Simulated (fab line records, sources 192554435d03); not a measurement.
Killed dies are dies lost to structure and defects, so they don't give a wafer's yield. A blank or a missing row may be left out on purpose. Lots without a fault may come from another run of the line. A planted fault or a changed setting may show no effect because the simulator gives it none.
fab line records | flow n5_finfet
record lots=24 wafers=72 last_day=19
route steps=1938 shown BEOL_M12@1649 BEOL_M13@1672
lots that met no fault: from a run of the same line without faults
start_h: hours from the record's first day to the start of the lot's first wafer shown | wait_h: hours since the lot's step before | " the same as in the row above | L1.1+2: a row that stands for several wafers | - no value, or no start given | * or withheld: withheld | < > ~ a bound
route shown NAME@n: a module of which the file shows steps, and the number in the route of the first | usual: mean/standard deviation of fault-free wafers | same: alike in all rows | chamber/n: place in a boat | sites: the reading at each site | _std_site: their standard deviation | _edge_site: outer sites' mean less inner sites' | radius_mm: how far each site lies from the wafer's centre | mask NAME#n: copy n | behind: the tool/chamber that last shaped the wafer | hold: why the lot was held/for how many hours/how that ended | device: the transistor (n, p or np) that didn't switch | end of line: the same wafers' tests at the end of the route | a step without rows: its recipe alone | killed: dies lost to structure and defects at the first sort, not the wafer's yield | map: a wafer's dies, x killed, . not, _ none there
set.NAME: the setting as run; set.NAME@STEP: as run at that earlier step | model.NAME: the simulator's own value behind a step, which no gauge read
steps of the route over a sample of lots; a table a step, a row a wafer
services: from which hour (start_h, from the record's first day; less than 0 if before it) a tool's chamber was out of use, for how many hours, and why
## steps
# step N5_BEOL_M12_SPUTTER_44
# recipe material=Ta target_thk_a=100 temp_c=50 bias_v=80 power_w=15000 chamber_pressure_pa=0.07 time_s=16.13
# usual throttle_valve_pct=29.3/1.3
# columns lot.wafer tool chamber start_h wait_h throttle_valve_pct
L074.1 pvd_sputter-01 - 232.58 0.0 28.3
L074.4 " - " " 29.3
L074.6 " - " " 29.1
L075.2 pvd_sputter-02 - 240.35 0.0 29.7
L075.4 " - " " 31.5
L075.5 " - " " 31.8
L077.1 pvd_sputter-02 - 248.97 0.0 29.7
L077.2 " - " " 29.7
L077.4 " - " " 30.0
L078.1 pvd_sputter-03 - 251.98 0.0 29.0
L078.2 " - " " 30.5
L078.4 " - " " 27.8
L079.1 pvd_sputter-03 - 264.09 0.0 27.5
L079.4 " - " " 30.8
L079.6 " - " " 28.0
L080.2 pvd_sputter-01 - 271.22 0.0 29.3
L080.3 " - " " 28.9
L080.4 " - " " 28.2
L082.3 pvd_sputter-02 - 282.43 0.0 29.7
L082.4 " - " " 31.4
L082.6 " - " " 29.4
L081.3 pvd_sputter-01 - 284.92 0.0 29.6
L081.4 " - " " 31.8
L081.6 " - " " 28.9
L083.2 pvd_sputter-03 - 304.07 0.0 28.8
L083.5 " - " " 30.9
L083.6 " - " " 27.5
L084.1 pvd_sputter-03 - 308.31 0.0 27.5
L084.3 " - " " 28.9
L084.5 " - " " 27.9
L086.1 pvd_sputter-03 - 308.87 0.0 29.0
L086.2 " - " " 28.2
L086.3 " - " " 27.4
L085.2 pvd_sputter-01 - 314.52 0.0 31.6
L085.4 " - " " 29.6
L085.6 " - " " 31.5
L087.1 pvd_sputter-03 - 317.98 0.0 29.1
L087.2 " - " " 28.2
L087.5 " - " " 27.5
L089.1 pvd_sputter-02 - 323.98 0.0 31.5
L089.4 " - " " 29.9
L089.6 " - " " 31.6
L088.1 pvd_sputter-03 - 328.88 0.0 27.4
L088.4 " - " " 28.2
L088.5 " - " " 27.3
L090.1 pvd_sputter-03 - 331.92 0.0 27.8
L090.5 " - " " 28.2
L090.6 " - " " 28.8
L091.1 pvd_sputter-03 - 345.92 0.0 29.0
L091.2 " - " " 27.4
L091.4 " - " " 30.6
L092.2 pvd_sputter-01 - 346.20 0.0 29.4
L092.4 " - " " 31.5
L092.5 " - " " 29.4
L093.2 pvd_sputter-03 - 348.85 0.0 30.6
L093.4 " - " " 27.5
L093.6 " - " " 29.0
L094.4 pvd_sputter-01 - 375.37 0.0 29.5
L094.5 " - " " 28.8
L094.6 " - " " 29.5
L076.2 pvd_sputter-03 - 379.81 0.0 28.0
L076.3 " - " " 30.6
L076.5 " - " " 27.7
L095.1 pvd_sputter-02 - 384.33 0.0 31.4
L095.3 " - " " 29.8
L095.6 " - " " 29.6
L097.1 pvd_sputter-03 - 397.42 0.0 28.2
L097.3 " - " " 29.3
L097.6 " - " " 30.8
L096.1 pvd_sputter-03 - 416.61 0.0 29.0
L096.3 " - " " 30.8
L096.4 " - " " 27.7
# step N5_BEOL_M12_ANNEAL_48
# recipe temp_c=225 time_s=90 ambient=N2
# usual wafer_temp_C_max=225.9/0.3
# columns lot.wafer tool chamber start_h wait_h wafer_temp_C_max
L074.1 rtp_anneal-02 0 233.09 0.3 225.5
L074.4 " 0 " " 225.7
L074.6 " 0 " " 225.5
L075.2 rtp_anneal-02 0 240.74 0.1 225.6
L075.4 " 0 " " 225.4
L075.5 " 0 " " 225.7
L077.1 rtp_anneal-01 0 249.31 0.1 226.1
L077.2 " 0 " " 226.3
L077.4 " 0 " " 225.8
L078.1 rtp_anneal-01 0 252.32 0.1 226.1
L078.2 " 0 " " 225.9
L078.4 " 0 " " 226.1
L079.1 rtp_anneal-02 0 264.52 0.2 225.7
L079.4 " 0 " " 225.5
L079.6 " 0 " " 225.8
L080.2 rtp_anneal-01 0 271.60 0.1 225.7
L080.3 " 0 " " 226.0
L080.4 " 0 " " 226.2
L082.3 rtp_anneal-02 0 283.26 0.5 225.4
L082.4 " 0 " " 225.7
L082.6 " 0 " " 225.5
L081.3 rtp_anneal-01 0 285.36 0.2 226.6
L081.4 " 0 " " 226.2
L081.6 " 0 " " 226.2
L083.2 rtp_anneal-02 0 304.46 0.1 225.5
L083.5 " 0 " " 225.7
L083.6 " 0 " " 225.9
L084.1 rtp_anneal-02 0 308.66 0.1 226.0
L084.3 " 0 " " 225.6
L084.5 " 0 " " 225.8
L086.1 rtp_anneal-02 0 309.56 0.4 225.8
L086.2 " 0 " " 225.8
L086.3 " 0 " " 225.5
L085.2 rtp_anneal-02 0 314.91 0.1 225.9
L085.4 " 0 " " 225.8
L085.6 " 0 " " 225.8
L087.1 rtp_anneal-01 0 318.32 0.1 226.3
L087.2 " 0 " " 226.6
L087.5 " 0 " " 226.3
L089.1 rtp_anneal-02 0 324.32 0.1 225.5
L089.4 " 0 " " 225.7
L089.6 " 0 " " 225.7
L088.1 rtp_anneal-01 0 329.23 0.1 226.4
L088.4 " 0 " " 226.5
L088.5 " 0 " " 226.2
L090.1 rtp_anneal-01 0 332.27 0.1 226.2
L090.5 " 0 " " 225.9
L090.6 " 0 " " 225.9
L091.1 rtp_anneal-02 0 346.78 0.6 226.2
L091.2 " 0 " " 225.9
L091.4 " 0 " " 225.6
L092.2 rtp_anneal-01 0 347.08 0.6 226.2
L092.4 " 0 " " 225.9
L092.5 " 0 " " 226.0
L093.2 rtp_anneal-02 0 349.25 0.1 225.8
L093.4 " 0 " " 225.5
L093.6 " 0 " " 225.5
L094.4 rtp_anneal-01 0 376.67 1.0 226.4
L094.5 " 0 " " 225.9
L094.6 " 0 " " 226.2
L076.2 rtp_anneal-01 0 380.20 0.1 226.1
L076.3 " 0 " " 226.2
L076.5 " 0 " " 226.4
L095.1 rtp_anneal-01 0 384.75 0.2 225.7
L095.3 " 0 " " 225.9
L095.6 " 0 " " 225.9
L097.1 rtp_anneal-02 0 397.76 0.1 225.8
L097.3 " 0 " " 225.6
L097.6 " 0 " " 225.6
L096.1 rtp_anneal-01 0 416.97 0.1 225.9
L096.3 " 0 " " 226.6
L096.4 " 0 " " 225.7
# step N5_BEOL_M12_INSPECT_55
# recipe inspect_instrument=darkfield mode=post_dep
# usual raw_defect_count=69/23
# columns lot.wafer tool chamber start_h wait_h raw_defect_count
L074.1 defect_inspect-02 - 233.83 0.0 52
L074.4 " - " " 50
L074.6 " - " " 45
L075.2 defect_inspect-01 - 241.46 0.0 77
L075.4 " - " " 45
L075.5 " - " " 80
L077.1 defect_inspect-02 - 250.06 0.0 109
L077.2 " - " " 90
L077.4 " - " " 73
L078.1 defect_inspect-02 - 253.06 0.0 70
L078.2 " - " " 70
L078.4 " - " " 83
L079.1 defect_inspect-01 - 265.26 0.0 87
L079.4 " - " " 112
L079.6 " - " " 101
L080.2 defect_inspect-01 - 272.34 0.0 63
L080.3 " - " " 96
L080.4 " - " " 76
L082.3 defect_inspect-01 - 284.06 0.0 129
L082.4 " - " " 89
L082.6 " - " " 91
L081.3 defect_inspect-02 - 286.01 0.0 95
L081.4 " - " " 70
L081.6 " - " " 57
L083.2 defect_inspect-01 - 305.16 0.0 60
L083.5 " - " " 64
L083.6 " - " " 71
L084.1 defect_inspect-02 - 309.40 0.0 149
L084.3 " - " " 106
L084.5 " - " " 106
L086.1 defect_inspect-01 - 310.31 0.0 54
L086.2 " - " " 28
L086.3 " - " " 55
L085.2 defect_inspect-01 - 315.62 0.0 66
L085.4 " - " " 52
L085.6 " - " " 53
L087.1 defect_inspect-02 - 319.06 0.0 58
L087.2 " - " " 80
L087.5 " - " " 40
L089.1 defect_inspect-02 - 325.06 0.0 71
L089.4 " - " " 96
L089.6 " - " " 51
L088.1 defect_inspect-02 - 329.97 0.0 86
L088.4 " - " " 55
L088.5 " - " " 73
L090.1 defect_inspect-01 - 333.01 0.0 75
L090.5 " - " " 58
L090.6 " - " " 58
L091.1 defect_inspect-02 - 347.52 0.0 33
L091.2 " - " " 57
L091.4 " - " " 33
L092.2 defect_inspect-02 - 347.78 0.0 67
L092.4 " - " " 36
L092.5 " - " " 47
L093.2 defect_inspect-02 - 349.95 0.0 67
L093.4 " - " " 39
L093.6 " - " " 72
L094.4 defect_inspect-02 - 377.28 0.0 49
L094.5 " - " " 63
L094.6 " - " " 65
L076.2 defect_inspect-01 - 380.89 0.0 48
L076.3 " - " " 66
L076.5 " - " " 54
L095.1 defect_inspect-01 - 385.53 0.0 62
L095.3 " - " " 58
L095.6 " - " " 94
L097.1 defect_inspect-02 - 398.82 0.0 65
L097.3 " - " " 81
L097.6 " - " " 52
L096.1 defect_inspect-02 - 417.71 0.0 71
L096.3 " - " " 38
L096.4 " - " " 55
# step N5_BEOL_M13_DESCUM_15
# recipe chemistry=O2 time_s=7.9 source_power_w=50 bias_power_w=20 pressure_mtorr=20 rf_frequency_hz=2.712e+07 temp_c=40 o2_flow_sccm=225
# usual bias_power_w=20.00/0.06 drypump_motor_current_A=5.5/0.39 oes_product_au=0.79/0.078 rf_vpp_V=243.5/1.3 showerhead_plenum_p_Torr=2.11/0.067 throttle_valve_pct=20.55/0.17
# columns lot.wafer tool chamber start_h wait_h bias_power_w drypump_motor_current_A oes_product_au rf_hours_counter_h rf_vpp_V showerhead_plenum_p_Torr throttle_valve_pct
L074.1 rie_diel-04 0 234.62 0.1 19.97 5.5 0.71 210 243.0 2.19 20.41
L074.4 " 2 " " 20.06 5.0 0.89 - 242.6 2.13 20.47
L074.6 " 3 " " 19.98 5.4 0.67 - 243.3 2.04 20.68
L075.2 rie_diel-04 2 242.17 0.0 19.99 5.0 0.88 28 244.8 2.13 20.51
L075.4 " 1 " " 19.98 5.0 0.74 158 244.2 2.18 20.59
L075.5 " 0 " " 20.05 5.5 0.72 - 244.7 2.19 20.42
L077.1 rie_diel-05 0 250.65 0.0 19.94 5.0 0.93 14 244.7 2.15 20.73
L077.2 " 2 " " 19.93 5.7 0.72 177 241.3 2.00 20.75
L077.4 " 1 " " 19.96 6.2 0.79 105 243.6 2.09 20.45
L078.1 rie_diel-05 1 253.77 0.0 20.01 6.2 0.80 105 244.4 2.09 20.46
L078.2 " 2 " " 20.01 5.7 0.73 178 241.1 2.00 20.75
L078.4 " 3 " " 20.00 5.3 0.72 198 242.5 1.99 20.38
L079.1 rie_diel-05 2 265.97 0.0 20.02 5.7 0.73 181 241.1 2.00 20.75
L079.4 " 0 " " 19.97 4.9 0.93 - 244.9 2.14 20.74
L079.6 " 1 " " 19.89 6.2 0.77 - 243.0 2.09 20.48
L080.2 rie_diel-02 0 273.17 0.2 20.06 5.6 0.78 130 242.6 2.11 20.61
L080.3 " 3 " " 20.05 5.7 0.87 38 246.0 2.21 20.24
L080.4 " 1 " " 20.08 6.0 0.84 69 243.6 2.10 20.65
L082.3 rie_diel-02 1 284.76 0.0 20.09 6.0 0.85 73 243.1 2.10 20.67
L082.4 " 3 " " 20.13 5.7 0.87 42 243.8 2.21 20.24
L082.6 " 2 " " 19.95 5.7 0.73 - 243.5 2.17 20.51
L081.3 rie_diel-02 1 286.76 0.2 20.00 6.0 0.85 74 243.6 2.10 20.66
L081.4 " 0 " " 20.01 5.5 0.76 135 242.7 2.10 20.62
L081.6 " 1 " " 19.89 6.0 0.84 - 241.7 2.10 20.68
L083.2 rie_diel-05 0 305.86 0.0 20.00 5.0 0.90 28 242.4 2.14 20.75
L083.5 " 1 " " 20.06 6.2 0.77 - 242.9 2.09 20.50
L083.6 " 0 " " 20.03 5.0 0.91 - 243.6 2.14 20.75
L084.1 rie_diel-04 3 310.36 0.3 20.01 5.4 0.92 12 243.6 2.04 20.35
L084.3 " 0 " " 19.99 5.5 0.70 231 243.9 2.18 20.45
L084.5 " 1 " " 19.98 5.0 0.72 - 244.6 2.18 20.61
L086.1 rie_diel-04 0 310.90 0.0 20.11 5.4 0.70 231 244.6 2.18 20.45
L086.2 " 3 " " 19.96 5.4 0.92 13 242.9 2.04 20.36
L086.3 " 2 " " 19.82 4.9 0.85 47 244.6 2.12 20.52
L085.2 rie_diel-02 1 316.25 0.0 19.96 6.0 0.83 82 242.9 2.10 20.68
L085.4 " 3 " " 20.02 5.7 0.86 48 245.7 2.20 20.27
L085.6 " 2 " " 19.88 5.7 0.73 - 244.8 2.17 20.54
L087.1 rie_diel-05 3 320.04 0.3 20.07 5.4 0.71 213 241.8 1.98 20.41
L087.2 " 0 " " 20.10 4.9 0.89 32 243.2 2.14 20.75
L087.5 " 1 " " 20.00 6.2 0.77 - 242.6 2.09 20.49
L089.1 rie_diel-02 3 325.64 0.0 19.95 5.7 0.85 52 244.3 2.20 20.29
L089.4 " 0 " " 20.08 5.5 0.75 146 243.4 2.10 20.65
L089.6 " 2 " " 19.95 5.7 0.72 - 243.6 2.17 20.54
L088.1 rie_diel-02 0 330.58 0.0 19.94 5.6 0.75 147 243.5 2.10 20.64
L088.4 " 3 " " 20.05 5.7 0.86 53 244.6 2.20 20.28
L088.5 " 3 " " 19.96 5.7 0.86 - 245.2 2.20 20.26
L090.1 rie_diel-05 1 333.65 0.0 20.01 6.2 0.77 128 242.2 2.08 20.51
L090.5 " 1 " " 19.95 6.2 0.76 - 243.3 2.09 20.49
L090.6 " 0 " " 20.01 5.0 0.90 - 243.4 2.14 20.77
L091.1 rie_diel-02 0 348.23 0.0 20.03 5.6 0.75 152 243.0 2.10 20.64
L091.2 " 3 " " 19.99 5.7 0.86 58 245.6 2.20 20.26
L091.4 " 2 " " 19.89 5.7 0.72 204 244.5 2.17 20.54
L092.2 rie_diel-05 2 348.36 0.0 20.02 5.6 0.71 206 242.6 1.99 20.79
L092.4 " 1 " " 20.07 6.2 0.76 133 242.7 2.08 20.50
L092.5 " 3 " " 20.07 5.3 0.70 - 239.2 1.98 20.43
L093.2 rie_diel-04 0 350.63 0.1 20.01 5.5 0.69 245 243.6 2.18 20.47
L093.4 " 1 " " 20.03 5.0 0.71 - 245.0 2.17 20.65
L093.6 " 2 " " 20.03 5.0 0.83 - 243.0 2.12 20.56
L094.4 rie_diel-05 1 377.98 0.0 19.99 6.2 0.76 142 242.6 2.08 20.51
L094.5 " 0 " " 20.04 4.9 0.87 - 244.7 2.13 20.79
L094.6 " 3 " " 19.93 5.4 0.69 - 240.1 1.98 20.43
L076.2 rie_diel-02 2 381.47 0.0 20.05 5.7 0.70 214 243.0 2.16 20.56
L076.3 " 3 " " 20.00 5.7 0.84 68 244.5 2.20 20.28
L076.5 " 0 " " 20.07 5.6 0.75 - 243.9 2.10 20.67
L095.1 rie_diel-02 2 386.11 0.0 20.06 5.7 0.71 215 243.1 2.16 20.57
L095.3 " 0 " " 19.89 5.6 0.74 162 242.2 2.10 20.66
L095.6 " 1 " " 20.03 6.1 0.81 - 245.5 2.09 20.73
L097.1 rie_diel-04 1 399.40 0.0 20.05 5.0 0.71 204 243.2 2.17 20.67
L097.3 " 0 " " 19.97 5.4 0.99 3 244.4 2.17 20.07
L097.6 " 1 " " 20.01 5.0 0.70 - 245.6 2.17 20.66
L096.1 rie_diel-04 3 418.29 0.0 19.91 5.4 0.86 35 242.5 2.03 20.39
L096.3 " 2 " " 20.09 5.0 0.79 80 244.4 2.11 20.60
L096.4 " 0 " " 19.97 5.5 0.95 7 243.7 2.17 20.09
# step N5_BEOL_M13_ETCH_38
# recipe chemistry=CF4/N2 target=SiCN target_depth_a=675 taper_deg=2 time_s=71.9 ion_energy_ev=150 mask_material=SiO2 pressure_mtorr=40 source_w=430 bias_w=70 Ar_flow_sccm=100 cf4_flow_sccm=60 n2_flow_sccm=60
# usual drypump_motor_current_A=5.5/0.39 oes_product_au=0.78/0.082 rf_vpp_V=382.9/1.8 showerhead_plenum_p_Torr=2.24/0.067 throttle_valve_pct=15.56/0.13
# columns lot.wafer tool chamber start_h wait_h drypump_motor_current_A oes_product_au rf_hours_counter_h rf_vpp_V showerhead_plenum_p_Torr throttle_valve_pct
L074.1 rie_diel-04 2 237.36 - 4.9 0.89 27 382.8 2.26 15.52
L074.4 " 3 " " 5.3 0.66 248 381.8 2.17 15.85
L074.6 " 1 " " 5.0 0.71 - 383.9 2.29 15.53
L075.2 rie_diel-02 0 244.23 - 5.5 0.76 124 382.6 2.24 15.62
L075.4 " 1 " " 6.0 0.86 62 383.0 2.24 15.70
L075.5 " 1 " " 6.0 0.87 - 382.1 2.24 15.68
L077.1 rie_diel-02 2 263.09 - 5.7 0.74 177 383.7 2.29 15.53
L077.2 " 3 " " 5.7 0.89 36 386.3 2.35 15.37
L077.4 " 0 " " 5.6 0.76 128 384.2 2.24 15.63
L078.1 rie_diel-04 2 263.40 - 5.0 0.89 34 383.0 2.25 15.53
L078.2 " 1 " " 5.0 0.71 164 385.0 2.29 15.53
L078.4 " 0 " " 5.5 0.72 - 384.3 2.28 15.41
L079.1 rie_diel-04 2 270.28 - 5.0 0.88 35 382.5 2.25 15.53
L079.4 " 3 " " 5.3 0.97 0 381.4 2.17 15.35
L079.6 " 2 " " 5.0 0.88 - 385.9 2.25 15.55
L080.2 rie_diel-04 3 276.93 - 5.4 0.97 2 381.4 2.17 15.35
L080.3 " 0 " " 5.5 0.72 221 383.3 2.28 15.45
L080.4 " 2 " " 5.0 0.88 37 383.1 2.25 15.53
L082.3 rie_diel-05 2 287.35 - 5.7 0.72 189 380.0 2.09 15.68
L082.4 " 2 " " 5.7 0.72 - 378.9 2.09 15.67
L082.6 " 1 " " 6.2 0.78 - 383.2 2.22 15.55
L081.3 rie_diel-02 1 288.82 - 6.1 0.85 75 383.6 2.23 15.71
L081.4 " 2 " " 5.7 0.73 186 384.4 2.28 15.55
L081.6 " 3 " " 5.7 0.89 - 386.1 2.35 15.38
L083.2 rie_diel-04 2 308.72 - 5.0 0.86 47 383.1 2.25 15.56
L083.5 " 2 " " 4.9 0.86 - 384.4 2.25 15.59
L083.6 " 1 " " 5.0 0.71 - 384.4 2.29 15.57
L084.1 rie_diel-04 2 313.21 - 4.9 0.86 48 383.6 2.25 15.57
L084.3 " 1 " " 5.0 0.70 178 384.6 2.29 15.58
L084.5 " 2 " " 4.9 0.85 - 383.7 2.25 15.54
L086.1 rie_diel-04 0 313.34 - 5.5 0.71 232 382.9 2.28 15.45
L086.2 " 1 " " 5.0 0.70 178 384.0 2.29 15.57
L086.3 " 3 " " 5.4 0.93 13 382.5 2.16 15.38
L085.2 rie_diel-05 3 319.33 - 5.4 0.72 213 380.1 2.11 15.60
L085.4 " 2 " " 5.7 0.72 197 378.0 2.09 15.69
L085.6 " 3 " " 5.3 0.71 - 380.7 2.11 15.58
L087.1 rie_diel-04 3 323.13 - 5.4 0.92 16 380.8 2.16 15.37
L087.2 " 2 " " 5.0 0.85 51 383.6 2.25 15.56
L087.5 " 3 " " 5.3 0.92 - 379.7 2.16 15.41
L089.1 rie_diel-05 3 327.84 - 5.3 0.71 215 379.8 2.11 15.61
L089.4 " 1 " " 6.2 0.77 127 382.2 2.21 15.57
L089.6 " 0 " " 5.0 0.88 - 382.5 2.25 15.61
L088.1 rie_diel-02 0 334.65 - 5.6 0.74 149 382.4 2.23 15.67
L088.4 " 1 " " 6.0 0.83 88 382.4 2.23 15.75
L088.5 " 0 " " 5.6 0.74 - 381.4 2.23 15.66
L090.1 rie_diel-02 2 337.87 - 5.7 0.72 202 384.2 2.28 15.57
L090.5 " 1 " " 6.0 0.82 - 383.1 2.23 15.76
L090.6 " 0 " " 5.6 0.74 - 381.2 2.23 15.68
L091.1 rie_diel-02 3 350.15 - 5.7 0.86 59 385.3 2.34 15.42
L091.2 " 1 " " 6.0 0.82 93 382.7 2.23 15.76
L091.4 " 2 " " 5.7 0.71 205 382.6 2.28 15.57
L092.2 rie_diel-04 1 350.26 - 5.0 0.69 191 384.1 2.28 15.60
L092.4 " 2 " " 4.9 0.83 - 381.8 2.24 15.59
L092.5 " 0 " " 5.4 0.70 - 384.6 2.27 15.47
L093.2 rie_diel-04 2 353.92 - 5.0 0.84 63 383.2 2.24 15.59
L093.4 " 1 " " 5.0 0.70 193 383.7 2.28 15.59
L093.6 " 3 " " 5.4 0.91 - 380.3 2.16 15.40
L094.4 rie_diel-02 2 379.63 - 5.7 0.70 213 383.4 2.27 15.60
L094.5 " 2 " " 5.8 0.70 - 384.2 2.27 15.59
L094.6 " 1 " " 6.0 0.81 - 382.4 2.22 15.76
L076.2 rie_diel-02 0 383.13 - 5.5 0.73 161 381.4 2.22 15.71
L076.3 " 1 " " 6.0 0.81 101 382.8 2.23 15.79
L076.5 " 2 " " 5.7 0.71 - 383.4 2.27 15.58
L095.1 rie_diel-05 2 389.47 - 5.7 0.71 219 380.7 2.08 15.73
L095.3 " 0 " " 4.9 0.85 52 383.7 2.25 15.66
L095.6 " 1 " " 6.2 0.76 - 382.5 2.21 15.60
L097.1 rie_diel-04 1 401.24 - 5.0 0.68 204 385.5 2.28 15.62
L097.3 " 0 " " 5.5 0.99 3 384.4 2.27 14.99
L097.6 " 1 " " 5.0 0.69 - 383.6 2.28 15.62
L096.1 rie_diel-05 2 420.39 - 5.6 0.70 228 379.0 2.08 15.74
L096.3 " 3 " " 5.4 0.68 244 379.5 2.10 15.67
L096.4 " 2 " " 5.7 0.69 - 379.0 2.08 15.75
# step N5_BEOL_M13_SPUTTER_45
# recipe material=Cu target_thk_a=800 temp_c=-20 bias_v=60 power_w=26000 chamber_pressure_pa=0.13 time_s=13.33
# usual throttle_valve_pct=29.6/1.2
# columns lot.wafer tool chamber start_h wait_h throttle_valve_pct
L074.1 pvd_sputter-02 - 238.19 0.0 29.7
L074.4 " - " " 31.4
L074.6 " - " " 31.2
L075.2 pvd_sputter-03 - 244.74 0.0 27.5
L075.4 " - " " 30.5
L075.5 " - " " 28.9
L077.1 pvd_sputter-03 - 263.53 0.0 28.2
L077.2 " - " " 27.3
L077.4 " - " " 30.6
L078.1 pvd_sputter-03 - 263.85 0.0 30.6
L078.2 " - " " 27.3
L078.4 " - " " 28.9
L079.1 pvd_sputter-01 - 270.90 0.0 29.2
L079.4 " - " " 29.5
L079.6 " - " " 29.3
L080.2 pvd_sputter-02 - 277.61 0.0 29.8
L080.3 " - " " 31.3
L080.4 " - " " 29.4
L082.3 pvd_sputter-02 - 288.07 0.0 29.6
L082.4 " - " " 29.7
L082.6 " - " " 29.8
L081.3 pvd_sputter-02 - 289.36 0.0 31.1
L081.4 " - " " 29.8
L081.6 " - " " 31.6
L083.2 pvd_sputter-02 - 310.24 0.0 29.6
L083.5 " - " " 29.5
L083.6 " - " " 31.4
L084.1 pvd_sputter-02 - 314.04 0.0 31.3
L084.3 " - " " 29.9
L084.5 " - " " 31.6
L086.1 pvd_sputter-01 - 314.12 0.0 28.0
L086.2 " - " " 29.4
L086.3 " - " " 31.5
L085.2 pvd_sputter-01 - 319.81 0.0 28.5
L085.4 " - " " 29.5
L085.6 " - " " 28.3
L087.1 pvd_sputter-02 - 323.74 0.0 31.5
L087.2 " - " " 30.0
L087.5 " - " " 29.9
L089.1 pvd_sputter-03 - 328.48 0.0 28.8
L089.4 " - " " 27.5
L089.6 " - " " 28.9
L088.1 pvd_sputter-01 - 335.28 0.0 31.8
L088.4 " - " " 29.6
L088.5 " - " " 29.4
L090.1 pvd_sputter-02 - 338.43 0.0 29.7
L090.5 " - " " 31.4
L090.6 " - " " 29.6
L091.1 pvd_sputter-01 - 350.76 0.0 29.2
L091.2 " - " " 31.5
L091.4 " - " " 29.7
L092.2 pvd_sputter-03 - 350.93 0.0 29.0
L092.4 " - " " 30.6
L092.5 " - " " 28.1
L093.2 pvd_sputter-03 - 354.55 0.0 31.0
L093.4 " - " " 27.6
L093.6 " - " " 28.1
L094.4 pvd_sputter-02 - 380.33 0.0 31.5
L094.5 " - " " 31.3
L094.6 " - " " 29.7
L076.2 pvd_sputter-01 - 384.19 0.0 29.1
L076.3 " - " " 29.6
L076.5 " - " " 29.5
L095.1 pvd_sputter-02 - 390.06 0.0 31.5
L095.3 " - " " 29.9
L095.6 " - " " 29.9
L097.1 pvd_sputter-01 - 401.95 0.0 29.0
L097.3 " - " " 29.3
L097.6 " - " " 28.7
L096.1 pvd_sputter-03 - 421.06 0.0 31.1
L096.3 " - " " 27.6
L096.4 " - " " 29.0
## services
# columns tool chamber start_h hours kind
rie_diel-05 1 213.02 4.7 repair
rie_diel-04 1 214.95 6.7 repair
rie_diel-04 1 222.61 13.5 repair
rie_diel-05 1 230.47 5.5 repair
rie_diel-02 1 230.65 2.4 repair
rie_diel-04 3 248.14 - clean
rie_diel-04 3 248.14 - consumable_replace:focus_ring
rie_diel-04 3 248.14 17.8 scheduled_down
rie_diel-04 3 248.14 17.8 vent_cycle
rie_diel-05 3 263.47 13.5 repair
rie_diel-02 3 294.20 9.6 repair
pvd_sputter-02 - 302.85 7.1 repair
pvd_sputter-01 - 320.59 12.8 repair
rie_diel-04 3 330.35 22.4 repair
rtp_anneal-02 - 361.38 4.8 pm
rie_diel-04 0 370.65 - clean
rie_diel-04 0 370.65 - consumable_replace:focus_ring
rie_diel-04 0 370.65 17.5 scheduled_down
rie_diel-04 0 370.65 17.5 vent_cycle
rie_diel-02 0 375.55 2.3 repair
rie_diel-05 2 392.86 3.8 repair
pvd_sputter-02 - 406.65 1.3 repair
rie_diel-05 0 415.19 13.2 repair
## key
fault none
